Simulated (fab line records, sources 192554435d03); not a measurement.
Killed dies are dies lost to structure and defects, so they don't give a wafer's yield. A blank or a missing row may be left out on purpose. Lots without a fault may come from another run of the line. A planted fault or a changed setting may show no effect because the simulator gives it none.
Split-lot experiment | flow n5_finfet | 7 lots, 21 wafers read, on a route of 1938 steps

THE SPLIT
At N5_BEOL_M0_SAQP_PECVD_96 (deposits a-Si from SiH4/He, target thk 45 nm, time 45.2 s), the setting time_s was moved away from the recipe's 45.2 s on 6 of the 21 wafers read, by -12.3% to +7.5%. The other wafers ran this setting at the recipe's value.

The file shows no step between the split and the reading.

THE READING
a-Si_of_BEOL_M0_SAQP_PECVD_96.thk_nm (the simulator's own value, which no gauge read), in nm, at N5_BEOL_M0_SAQP_SPACER2_ALD_26 (deposits SiO2, target thk 15 nm, pulse time 1 s, purge time 2 s). The file gives no usual value for it. The 15 wafers here that ran the recipe average 44.2 nm, standard deviation 0.48 nm.

wafer  | tool, chamber at the split | time_s as run, s | against the recipe | a-Si_of_BEOL_M0_SAQP_PECVD_96.thk_nm, nm | against lot-mates on the recipe
L074.3 | pecvd-03, 1                | 45.2             | recipe             | 43.4                                     | -
L074.5 | pecvd-03, 0                | 45.2             | recipe             | 44                                       | -
L074.6 | pecvd-03, 2                | 45.2             | recipe             | 44.2                                     | -
L076.1 | pecvd-04, 0                | 39.64            | -12.3%             | 38                                       | -6.1
L076.3 | pecvd-04, 2                | 45.2             | recipe             | 43.8                                     | -
L076.5 | pecvd-04, 1                | 45.2             | recipe             | 44.4                                     | -
L080.1 | pecvd-01, 1                | 45.2             | recipe             | 43.8                                     | -
L080.3 | pecvd-01, 0                | 45.2             | recipe             | 43.8                                     | -
L080.4 | pecvd-01, 0                | 45.2             | recipe             | 44.2                                     | -
L083.1 | pecvd-03, 0                | 40.71            | -9.9%              | 39.2                                     | -5.5
L083.4 | pecvd-03, 2                | 45.2             | recipe             | 44.4                                     | -
L083.5 | pecvd-03, 1                | 45.2             | recipe             | 45                                       | -
L087.1 | pecvd-04, 0                | 45.2             | recipe             | 43.6                                     | -
L087.5 | pecvd-04, 2,0              | 48.6             | +7.5%              | 48.2                                     | +4.6
L087.6 | pecvd-04, 2,0              | 48.6             | +7.5%              | 48.2                                     | +4.6
L090.1 | pecvd-03, 1                | 40.26            | -10.9%             | 39.4                                     | -5.3
L090.5 | pecvd-03, 0,1              | 45.2             | recipe             | 44.8                                     | -
L090.6 | pecvd-03, 0,1              | 45.2             | recipe             | 44.6                                     | -
L093.2 | pecvd-03, 0                | 41.54            | -8.1%              | 40.8                                     | -3.8
L093.4 | pecvd-03, 0                | 45.2             | recipe             | 45                                       | -
L093.6 | pecvd-03, 2                | 45.2             | recipe             | 44.2                                     | -
Where a row lists several chambers, the file gives one row for several wafers and doesn't say which wafer went through which chamber.

THE FIT
A straight line over all 21 wafers: a-Si_of_BEOL_M0_SAQP_PECVD_96.thk_nm changes by +0.489 nm for each +1% of time_s; r = +0.98; the points scatter about the line by 0.47 nm.
The same after taking each lot's own level away (the mean of its wafers on the recipe; 21 wafers): +0.53 nm for each +1%; r = +0.99; scatter 0.35 nm.
On that fit, the largest move of time_s shifts the reading by 6.5 nm.
The lots' own levels span 43.60 to 44.70 nm, that is 2.3 times the standard deviation above.
So the lot-to-lot level changes the slope little: the two slopes agree.
Check: with one of the wafers moved furthest among these (-12.3%) left out of the fit, the line predicts -6.53 nm for it against its lot-mates. It came out at -6.1 nm against them.

OTHER SPLITS ON THESE WAFERS
These wafers also went through other splits before the reading. Each is held against what the fit with the lots' levels taken away leaves over:
other split on the same wafers       | wafers away from the commonest value | r with a-Si_of_BEOL_M0_SAQP_PECVD_96.thk_nm (lot level and that fit taken away)
N5_GATE_CUT_ETCH_58 bias_w           | 4                                    | -0.34
N5_MOL_CONTACT_COAG_COAT_58 spin_rpm | 8                                    | -0.53
N5_MOL_CONTACT_COAG_ETCH_105 bias_w  | 9                                    | +0.25
N5_MOL_CONTACT_COAG_ALD_27 time_s    | 6                                    | -0.09

THE WHOLE CHAIN: every reading that the file lists as answering this split, in the file's order
step                           | what it does                                                    | reading                                                                               | change (the file's fit)               | r (the file's)
N5_BEOL_M0_SAQP_PECVD_96       | deposits a-Si from SiH4/He, target thk 45 nm, time 45.2 s       | a-Si_of_BEOL_M0_SAQP_PECVD_96.thk_nm (the simulator's own value, which no gauge read) | +0.514 nm for each +1% of the setting | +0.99
N5_BEOL_M0_SAQP_SPACER2_ALD_26 | deposits SiO2, target thk 15 nm, pulse time 1 s, purge time 2 s | a-Si_of_BEOL_M0_SAQP_PECVD_96.thk_nm (the simulator's own value, which no gauge read) | +0.515 nm for each +1% of the setting | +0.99

THE FILE'S OWN FIT
a-Si_of_BEOL_M0_SAQP_PECVD_96.thk_nm changes by +0.515 nm for each +1% of time_s, r = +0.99.
